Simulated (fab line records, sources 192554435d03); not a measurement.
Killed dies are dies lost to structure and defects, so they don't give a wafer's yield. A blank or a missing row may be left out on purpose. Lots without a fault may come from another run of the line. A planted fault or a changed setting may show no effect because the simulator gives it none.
Chamber matching | flow n5_finfet | N5_HKMG_FIN_ETCH_55 on rie_diel-01: 4 sister chambers
The step etches SOC in N2/H2, target depth 240 nm, time 300 s. 18 wafers are shown with their chamber, then 9 later ones without.

WAFERS WITH THEIR CHAMBER
wafer  | chamber | drypump_motor_current_A (A) | throttle_valve_pct (%) | showerhead_plenum_p_Torr (Torr)
L074.2 | 2       | 5.2                         | 17.82                  | 2.51
L074.3 | 0       | 6.0                         | 17.69                  | 2.56
L074.5 | 3       | 6.1                         | 18.12                  | 2.51
L077.2 | 1       | 6.7                         | 18.22                  | 2.51
L077.5 | 1       | 6.7                         | 18.23                  | 2.51
L077.6 | 2       | 5.2                         | 17.81                  | 2.51
L079.2 | 2       | 5.2                         | 17.84                  | 2.51
L079.5 | 1       | 6.7                         | 18.25                  | 2.51
L079.6 | 0       | 6.0                         | 17.69                  | 2.56
L082.1 | 2       | 5.2                         | 17.85                  | 2.50
L082.2 | 0       | 6.0                         | 17.72                  | 2.56
L082.5 | 0       | 6.0                         | 17.70                  | 2.56
L083.2 | 2       | 5.2                         | 17.85                  | 2.50
L083.5 | 1       | 6.7                         | 18.29                  | 2.50
L083.6 | 2       | 5.1                         | 17.87                  | 2.50
L084.1 | 0       | 6.0                         | 17.74                  | 2.55
L084.5 | 2       | 5.1                         | 17.86                  | 2.50
L084.6 | 1       | 6.7                         | 18.28                  | 2.50

SIGNATURES (means of the wafers above)
reading                  | chamber 0 | chamber 1 | chamber 2 | chamber 3 | scatter within a chamber
drypump_motor_current_A  | 6.000     | 6.700     | 5.171     | 6.100     | 0.0319
throttle_valve_pct       | 17.7080   | 18.2540   | 17.8429   | 18.1200   | 0.0244
showerhead_plenum_p_Torr | 2.5580    | 2.5060    | 2.5043    | 2.5100    | 0.00515
Rule: a wafer's distance from a chamber is the root of the sum, over the readings, of the square of ((its reading less the chamber's mean) divided by the reading's scatter). The wafer belongs to the nearest chamber; if the next one is less than 2 further off, it can't be placed. The scatter: the root of (the sum of the squares of (reading less its chamber's mean) over the shown wafers, divided by (wafers less chambers)).

WAFERS WITHOUT THEIR CHAMBER
wafer  | drypump_motor_current_A (A) | throttle_valve_pct (%) | showerhead_plenum_p_Torr (Torr)
L087.2 | 6.1                         | 17.72                  | 2.50
L087.3 | 6.0                         | 17.74                  | 2.55
L087.5 | 6.1                         | 17.71                  | 2.50
L089.1 | 6.7                         | 17.82                  | 2.50
L089.2 | 6.1                         | 17.72                  | 2.50
L089.5 | 6.0                         | 17.76                  | 2.55
L090.1 | 6.7                         | 17.83                  | 2.49
L090.3 | 6.1                         | 17.73                  | 2.50
L090.4 | 6.0                         | 17.77                  | 2.54

WHICH CHAMBER EACH WENT THROUGH
wafer  | from the rows above | in truth
L087.2 | 0                   | 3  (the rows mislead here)
L087.3 | 0                   | 0
L087.5 | 0                   | 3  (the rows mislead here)
L089.1 | 1                   | 1
L089.2 | 0                   | 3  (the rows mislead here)
L089.5 | 0                   | 0
L090.1 | 1                   | 1
L090.3 | 0                   | 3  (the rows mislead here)
L090.4 | 0                   | 0
Placed correctly: 5 of 9. Can't be placed from these rows: 0. Placed wrongly: 4.
